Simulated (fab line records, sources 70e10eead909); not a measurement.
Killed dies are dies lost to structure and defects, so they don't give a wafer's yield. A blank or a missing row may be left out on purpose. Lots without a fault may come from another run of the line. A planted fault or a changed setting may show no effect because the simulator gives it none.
Chamber matching | flow nand_harc | NHARC_P_M1_ETCH_15 on rie_diel-11: 4 sister chambers
The step etches the open film in C4F8/Ar, target depth 182.5 nm, time 91.2 s. 8 wafers are shown with their chamber, then 7 later ones without.

WAFERS WITH THEIR CHAMBER
wafer  | chamber | rf_vpp_V (V) | run_length_s (s)
L717.5 | 3       | 440.5        | 112.4
L727.2 | 1       | 439.8        | 113.5
L727.5 | 2       | 444.4        | 111.4
L732.4 | 2       | 443.5        | 111.5
L732.5 | 0       | 443.3        | 112.2
L732.6 | 1       | 439.4        | 112.9
L734.2 | 0       | 443.2        | 112.4
L734.5 | 3       | 441.0        | 112.8

WAFERS WITHOUT THEIR CHAMBER
wafer  | rf_vpp_V (V) | run_length_s (s)
L734.6 | 443.2        | 112.6
L735.2 | 440.8        | 112.5
L735.3 | 444.0        | 112.0
L735.5 | 439.7        | 113.1
L738.2 | 439.7        | 113.1
L738.3 | 444.7        | 112.0
L738.4 | 438.2        | 113.3

WHICH CHAMBER EACH WENT THROUGH
wafer  | from the rows above     | in truth
L734.6 | 0                       | 0
L735.2 | 3                       | 3
L735.3 | can't be placed: 2 or 0 | 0
L735.5 | 1                       | 1
L738.2 | 1                       | 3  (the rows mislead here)
L738.3 | can't be placed: 2 or 0 | 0
L738.4 | 1                       | 1
Placed correctly: 4 of 7. Can't be placed from these rows: 2 (the true chamber is among the candidates in 2). Placed wrongly: 1.
How it was worked out, from the rows above alone: a wafer's distance from a chamber is the root of the sum, over the readings, of the square of ((its reading less the chamber's mean) divided by the reading's scatter). The wafer belongs to the nearest chamber; if the next one is less than 2 further off, it can't be placed. A chamber's mean is the mean of its shown wafers. The scatter: the root of (the sum of the squares of (reading less its chamber's mean) over the shown wafers, divided by (wafers less chambers)).
